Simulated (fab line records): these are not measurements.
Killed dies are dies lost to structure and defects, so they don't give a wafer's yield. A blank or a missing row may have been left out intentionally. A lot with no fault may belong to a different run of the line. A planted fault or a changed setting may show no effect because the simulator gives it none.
fab line records | flow nandHarc
record: lots: 14 wafers: 42 lastDay: 34
route steps=1302 shown A_STAIRCASE@856
lots that met no fault: from a run of the same line without faults
startH: the number of hours between the record's first day and the start of the first shown wafer of the lot | waitH: hours from the lot's prior step to this one | " as in the row above | L1.1+2: one row covering several wafers at once | - either no value or no given start | * or withheld: withheld | < > ~ a bound
route shown NAME@n: names a module that has steps shown in the file, with the first one's number in the route | usual: mean/standard deviation of fault-free wafers | same: alike in all rows | chamber/n: place in a boat | sites: per-site readings | _std_site: the values' standard deviation | _edge_site: mean of outer sites minus mean of inner sites | radiusMm: for every site, how far away it sits from the centre of the wafer | mask NAME#n: copy n | behind: the most recent tool/chamber to have shaped the wafer | hold: reason for holding the lot/hours on hold/outcome of the hold | device: names the non-switching transistor (n, p or np) | end of line: tests of these same wafers at the route's end | step lacking rows: just its recipe | killed: at the first sort, the dies lost to defects and structure; wafer yield is something else | map: the dies of a wafer, with x for killed, . for not killed, _ for no die there
set.NAME: the setting the step ran with; set.NAME@STEP: the setting that earlier step ran with | model.NAME: the simulator's own value behind a step, which no gauge read
one table for each step of the route and one row for each wafer, over a sample of lots
services: when a tool's chamber went out of use (startH, in hours from the record's first day, below 0 if earlier), for how many hours, and the reason
== steps ==
step: NHARC_A_STAIRCASE_DEP_325
recipe: targetThkA: 72000 tempC: 400 targetThkNm: 7200 teosFlowSccm: 200 rfW: 500 material: SiO2
usual: heaterPowerOuterW: 403/69 heaterPowerW: 681/110 rfFwdPowerW: 499.4/1.6
columns lot.wafer tool chamber startH waitH heaterPowerOuterW heaterPowerW rfFwdPowerW
L632.5 pecvd-04 2 422.70 0.3 428 808 499.6
L632.4 " 0 " " 303 541 502.2
L632.6 " 1 " " 354 565 498.6
L634.2 pecvd-03 2 433.21 0.1 537 905 500.0
L634.4 " 0 " " 394 621 497.9
L634.5 " 0 " " 406 620 498.0
L635.3 pecvd-02 0 459.01 0.2 316 559 497.4
L635.2 " 1 " " 336 564 500.1
L635.1 " 2 " " 403 719 497.0
L637.1 pecvd-03 0 459.37 0.6 463 740 501.8
L637.2 " 1 " " 514 788 499.4
L637.4 " 2 " " 408 738 501.3
L636.3 pecvd-02 0 459.58 0.8 327 589 501.4
L636.1 " 1 " " 363 609 499.0
L636.4 " 1 " " 284 507 500.8
L640.1 pecvd-02 2 488.78 0.1 369 642 498.0
L640.3 " 1 " " 380 608 498.8
L640.6 " 2 " " 341 617 498.3
L639.3 pecvd-04 1 488.88 0.2 460 745 498.8
L639.1 " 2 " " 505 902 499.6
L639.4 " 0 " " 323 585 498.1
L646.2 pecvd-04 1 559.22 0.2 431 683 501.5
L646.5 " 0 " " 324 576 498.5
L646.4 " 1 " " 357 580 500.2
L648.3 pecvd-03 0 581.81 0.2 515 802 499.5
L648.4 " 2 " " 402 686 501.3
L648.6 " 0 " " 407 641 502.5
L649.3 pecvd-04 2 599.95 0.2 579 977 499.0
L649.4 " 1 " " 350 600 497.0
L649.6 " 2 " " 454 811 497.7
L650.2 pecvd-03 0 599.95 0.2 442 680 498.0
L650.4 " 2 " " 405 715 500.6
L650.6 " 1 " " 381 635 499.7
L652.2 pecvd-04 1 619.15 0.2 458 703 500.5
L652.6 " 1 " " 360 596 502.6
L652.4 " 2 " " 448 840 498.0
L655.2 pecvd-03 2 651.97 0.3 541 887 500.0
L655.6 " 1 " " 383 617 499.2
L655.4 " 2 " " 411 726 501.0
L654.3 pecvd-02 1 667.67 0.1 353 591 500.1
L654.2 " 2 " " 341 589 497.0
L654.1 " 0 " " 368 636 499.9
step: NHARC_A_STAIRCASE_ETCH_444
recipe: targetDepthA: 2.04e+05 timeS: 6800 c4f8FlowSccm: 20 o2FlowSccm: 10 arFlowSccm: withheld rfW: 600 biasW: 1000 chemistry: C4F8/O2
usual: chamberPressureMTorr: 25.001/0.024 oesProductAu: 0.937/0.018 rfFwdPowerW: 600.0/1.9 rfVppV: 805/5.3
columns lot.wafer tool chamber startH waitH chamberPressureMTorr oesProductAu rfFwdPowerW rfHoursCounterH rfVppV
L632.4 rieDiel-09 1 430.92 0.1 25.026 0.932 600.9 34 808
L632.6 " 1 432.84 2.0 25.020 0.930 598.0 - 807
L632.5 " 2 " " 25.043 0.928 598.9 - 815
L634.2 rieDiel-06 3 441.30 0.1 25.019 0.932 603.9 38 800
L634.4 " 2 442.73 1.5 25.013 0.928 602.1 42 814
L634.5 " 3 " " 25.002 0.933 605.5 - 801
L635.3 rieDiel-06 2 469.06 0.1 25.029 0.931 605.5 50 811
L635.1 " 0 " " 24.980 0.940 600.9 49 801
L635.2 " 1 " " 24.979 0.923 600.5 52 801
L637.2 rieDiel-09 0 469.22 0.1 24.998 0.928 599.2 43 799
L637.4 " 1 " " 24.983 0.928 600.0 48 807
L637.1 " 3 " " 24.992 0.933 598.0 41 807
L636.4 rieDiel-01 0 469.38 0.1 25.009 0.927 601.4 31 803
L636.3 " 2 " " 25.010 0.922 599.4 27 814
L636.1 " 3 " " 24.967 0.927 601.6 28 801
L640.1 rieDiel-01 0 501.07 0.1 25.012 0.932 599.7 41 804
L640.3 " 3 502.32 1.3 25.002 0.935 603.6 35 802
L640.6 " 0 " " 25.048 0.935 596.4 - 804
L639.1 rieDiel-06 2 501.27 0.1 25.000 0.953 599.6 2 812
L639.3 " 0 " " 24.989 0.970 599.6 2 801
L639.4 " 1 " " 25.027 0.955 598.0 2 801
L646.4 rieDiel-06 0 567.74 0.1 25.016 0.934 601.7 20 801
L646.2 " 1 " " 25.024 0.926 599.5 27 801
L646.5 " 1 570.14 2.4 24.988 0.930 597.0 - 802
L648.4 rieDiel-09 2 592.96 0.1 25.026 0.927 601.1 28 814
L648.3 " 3 " " 25.042 0.923 598.9 26 807
L648.6 " 3 595.35 2.4 25.015 0.919 598.7 - 805
L649.3 rieDiel-09 3 609.47 1.0 24.992 0.919 600.7 32 807
L649.4 " 0 " " 24.971 0.916 600.6 32 798
L649.6 " 2 " " 24.978 0.931 598.9 - 815
L650.4 rieDiel-01 3 609.63 1.0 25.001 0.963 600.8 11 799
L650.2 " 0 " " 25.001 0.979 596.6 11 803
L650.6 " 2 " " 24.972 0.969 599.5 - 815
L652.4 rieDiel-06 2 630.27 0.5 24.975 0.928 600.4 46 811
L652.2 " 0 " " 25.017 0.926 602.0 40 798
L652.6 " 1 " " 25.029 0.924 598.7 - 801
L655.4 rieDiel-01 0 662.18 0.5 25.004 0.913 597.5 27 804
L655.2 " 1 " " 24.990 0.922 598.2 31 804
L655.6 " 0 664.08 2.4 24.962 0.922 602.0 - 803
L654.3 rieDiel-06 2 678.51 0.5 25.008 0.962 599.2 3 812
L654.2 " 3 " " 24.969 0.968 598.3 3 799
L654.1 " 0 " " 25.027 0.972 599.3 3 800
step: NHARC_A_STAIRCASE_CMP_152
usual: edgeZonePressureFrac: 1.000/0.0042 motorCurrentA: 13.0/1.3 slurryFlowMlMin: 150.0/0.45
columns lot.wafer tool chamber startH waitH edgeZonePressureFrac motorCurrentA slurryFlowMlMin
L632.4 cmp-04 0 436.22 0.1 1.010 13.5 150.3
L632.5 " 3 " " 1.005 13.4 149.6
L632.6 " 0 " " 1.003 12.7 149.8
L634.4 cmp-03 1 446.58 0.1 0.997 11.0 149.4
L634.2 " 3 " " 0.999 12.5 150.2
L634.5 " 0 " " 0.997 11.7 149.8
L635.2 cmp-01 2 474.31 0.1 1.011 12.2 150.3
L635.3 " 3 " " 0.997 13.0 149.9
L635.1 " 0 " " 0.998 15.3 150.2
L637.2 cmp-03 3 474.49 0.1 1.002 12.9 149.4
L637.1 " 0 " " 0.989 11.7 150.2
L637.4 " 1 " " 0.997 11.0 150.4
L636.1 cmp-04 1 474.60 0.1 1.001 13.1 150.3
L636.3 " 3 " " 0.997 13.3 150.1
L636.4 " 0 " " 1.002 13.1 150.4
L639.3 cmp-03 3 506.52 0.1 - - -
L639.1 " 1 " " - - -
L639.4 " 2 " " - - -
L640.1 cmp-01 3 507.25 0.1 - - -
L640.3 " 0 " " - - -
L640.6 " 3 " " - - -
L646.4 cmp-01 2 573.04 0.1 0.998 12.5 150.7
L646.2 " 1 " " 0.991 10.9 149.9
L646.5 " 2 " " 1.003 12.4 150.0
L648.3 cmp-01 2 598.25 0.1 1.009 13.5 150.2
L648.4 " 3 " " 1.004 12.7 150.8
L648.6 " 1 " " 1.013 11.4 150.0
L649.3 cmp-01 0 613.81 0.1 1.001 14.8 149.8
L649.4 " 1 " " 1.003 11.7 149.7
L649.6 " 0 " " 0.994 15.4 149.4
L650.4 cmp-03 1 613.95 0.1 1.004 11.4 150.5
L650.2 " 3 " " 0.996 12.7 150.0
L650.6 " 2 " " 0.999 15.0 149.8
L652.2 cmp-01 1 635.17 0.1 0.998 11.8 150.4
L652.4 " 2 " " 0.998 12.2 149.6
L652.6 " 3 " " 1.001 13.4 149.8
L655.2 cmp-01 1 667.11 0.1 0.996 12.2 149.7
L655.4 " 2 " " 0.998 11.7 149.9
L655.6 " 0 " " 1.002 16.3 149.8
L654.3 cmp-03 0 683.27 0.1 1.000 12.1 149.9
L654.1 " 2 " " 1.004 14.4 149.5
L654.2 " 3 " " 1.006 12.1 150.4
step: NHARC_A_STAIRCASE_ETCHBACK_422
recipe: targetDepthA: 400 overEtchFrac: 0.3 timeS: 74.286 ionEnergyEv: 120 ch3fFlowSccm: 50 o2FlowSccm: 30 arFlowSccm: 200 rfW: 500 biasW: 100 chemistry: CH3F/O2
usual: chamberPressureMTorr: 25.000/0.022 drypumpMotorCurrentA: 5.8/0.45 oesProductAu: 0.97/0.036 rfFwdPowerW: 496.0/1.7 rfVppV: 243.8/1.9 showerheadPlenumPTorr: 2.41/0.12 throttleValvePct: 20.664/0.0087
columns lot.wafer tool chamber startH waitH chamberPressureMTorr drypumpMotorCurrentA oesProductAu rfFwdPowerW rfHoursCounterH rfVppV showerheadPlenumPTorr throttleValvePct
L632.4 rieDiel-09 2 436.70 0.1 25.018 6.1 0.99 497.5 34 246.2 2.65 20.655
L632.6 " 1 " " 24.957 4.7 0.99 497.4 - 244.5 2.48 20.663
L632.5 " 2 " " 24.986 6.2 1.00 501.0 - 246.9 2.65 20.668
L634.4 rieDiel-06 1 447.09 0.2 25.036 6.3 0.99 493.5 45 243.2 2.35 20.662
L634.2 " 2 " " 24.998 6.1 1.00 496.3 44 246.1 2.59 20.654
L634.5 " 0 " " 24.987 5.2 1.01 495.9 - 243.4 2.32 20.674
L635.1 rieDiel-09 1 474.77 0.2 25.031 4.7 0.93 496.9 52 245.7 2.47 20.669
L635.3 " 2 " " 25.000 6.1 0.93 495.6 46 246.8 2.64 20.664
L635.2 " 3 " " 25.010 6.5 0.93 496.7 43 244.1 2.46 20.668
L637.1 rieDiel-01 1 474.94 0.1 24.981 5.5 0.93 497.5 30 243.3 2.45 20.686
L637.2 " 2 " " 24.988 5.8 0.94 498.2 29 247.7 2.62 20.672
L637.4 " 3 " " 25.027 5.9 0.93 493.7 30 241.7 2.32 20.657
L636.3 rieDiel-09 3 475.06 0.1 25.009 6.4 0.93 497.9 43 246.9 2.46 20.667
L636.1 " 0 " " 24.969 6.0 0.93 492.9 48 241.1 2.30 20.659
L636.4 " 1 " " 24.992 4.7 0.93 495.0 52 244.7 2.47 20.666
L639.3 rieDiel-06 3 506.99 0.1 25.003 5.6 1.01 495.4 7 242.2 2.31 20.664
L639.1 " 0 " " 24.981 5.2 1.00 495.8 6 242.9 2.31 20.664
L639.4 " 1 " " 25.046 6.3 1.00 494.7 6 243.5 2.34 20.670
L640.3 rieDiel-06 0 507.71 0.1 25.027 5.2 1.00 497.1 6 241.4 2.31 20.658
L640.1 " 1 " " 25.010 6.3 0.99 495.4 6 243.9 2.34 20.663
L640.6 " 3 " " 24.977 5.7 1.02 494.4 - 243.3 2.31 20.672
L646.4 rieDiel-01 3 573.51 0.1 25.021 5.8 1.01 497.3 1 242.5 2.31 20.655
L646.2 " 2 " " 25.018 5.7 1.01 494.7 1 247.9 2.62 20.670
L646.5 " 3 " " 25.015 5.9 1.00 495.1 - 243.9 2.31 20.654
L648.4 rieDiel-06 2 598.70 0.1 24.978 6.1 0.92 495.3 37 245.2 2.57 20.672
L648.3 " 3 " " 25.014 5.7 0.93 496.4 35 241.0 2.30 20.669
L648.6 " 2 " " 25.002 6.2 0.92 496.5 - 245.6 2.57 20.659
L649.3 rieDiel-06 3 614.25 0.1 25.022 5.7 0.93 494.8 43 242.0 2.29 20.657
L649.4 " 0 " " 25.010 5.2 0.92 497.8 36 241.9 2.30 20.670
L649.6 " 3 " " 25.023 5.7 0.94 496.0 - 242.4 2.29 20.661
L650.2 rieDiel-01 1 614.44 0.2 24.994 5.4 1.00 496.9 16 244.3 2.43 20.661
L650.4 " 2 " " 24.983 5.7 1.00 500.2 15 246.4 2.61 20.655
L650.6 " 3 " " 25.005 5.9 1.00 493.6 - 241.6 2.31 20.659
L652.2 rieDiel-01 3 635.61 0.1 24.983 5.9 0.92 496.2 17 243.6 2.30 20.646
L652.4 " 0 " " 24.996 5.4 0.93 497.2 19 243.9 2.38 20.686
L652.6 " 0 " " 25.009 5.4 0.93 498.7 - 242.2 2.38 20.668
L655.2 rieDiel-01 2 667.54 0.1 24.984 5.8 1.00 498.5 32 247.2 2.60 20.672
L655.4 " 1 " " 25.018 5.4 0.98 499.3 33 244.6 2.43 20.669
L655.6 " 3 " " 24.971 5.9 0.99 496.3 - 241.4 2.30 20.661
L654.1 rieDiel-06 3 683.73 0.1 25.040 5.7 1.02 497.5 5 241.5 2.29 20.671
L654.3 " 0 " " 24.992 5.2 1.01 494.3 4 242.1 2.30 20.663
L654.2 " 2 " " 24.984 6.1 1.01 496.0 7 246.3 2.56 20.657
== services ==
columns tool chamber startH hours kind
rieDiel-06 0 420.24 6.2 repair
rieDiel-09 0 421.94 3.4 repair
pecvd-04 - 425.41 0.5 repair
pecvd-03 1 432.49 1.8 repair
rieDiel-01 1 440.03 2.8 repair
pecvd-04 - 450.52 13.0 pm
cmp-01 - 453.17 0.4 repair
rieDiel-01 3 476.54 5.0 repair
cmp-01 - 479.64 4.0 pm
rieDiel-01 2 484.32 20.3 repair
rieDiel-06 - 485.02 9.0 pm
rieDiel-09 - 499.71 9.0 pm
rieDiel-06 0 545.26 7.5 repair
cmp-01 - 546.28 0.2 repair
rieDiel-01 - 561.14 9.0 pm
cmp-01 - 577.64 4.0 pm
rieDiel-01 3 618.65 3.9 repair
cmp-01 - 659.90 0.8 repair
rieDiel-06 - 662.02 9.0 pm
cmp-01 - 664.05 0.3 repair
cmp-01 - 664.96 0.2 repair
cmp-01 - 675.64 4.0 pm
rieDiel-09 - 676.71 9.0 pm
rieDiel-01 - 682.16 0.1 repair
== key ==
firstSign: step: NHARC_A_STAIRCASE_CMP_152 reading: toolRecord direction: missing
effect none on later readings
metAt NHARC_A_STAIRCASE_CMP_152
struckLots L639,L640
laterRowsLeftOut L639.1,L639.3,L639.4,L640.1,L640.3,L640.6
sortLeftOut L639.1,L639.3,L639.4,L640.1,L640.3,L640.6
testerLeftOut L639,L640
notActingAt NHARC_A_STAIRCASE_DEP_325,NHARC_A_STAIRCASE_ETCH_444,NHARC_A_STAIRCASE_ETCHBACK_422
onsetBetween 474.49 506.52
fault: kind: skippedStepWhole tool: cmp-01,cmp-03 chamber: - onsetH: 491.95 steps: NHARC_A_STAIRCASE_CMP_152 scope: struckLotsOnly
testerLeftOut: of these lots the tester's yield and bins aren't shown, on N5 and GAA mostly nor the transistor test; their killed dies are dies lost to structure and defects alone, not to doping, threshold or leakage, so they don't give the yield
sortLeftOut: the simulated sort isn't trusted on such a fault, so these wafers' sort isn't shown, and their yield isn't known
laterRowsLeftOut: the simulator's readings of these wafers behind a module that went badly wrong aren't trusted and aren't shown, but for the sort
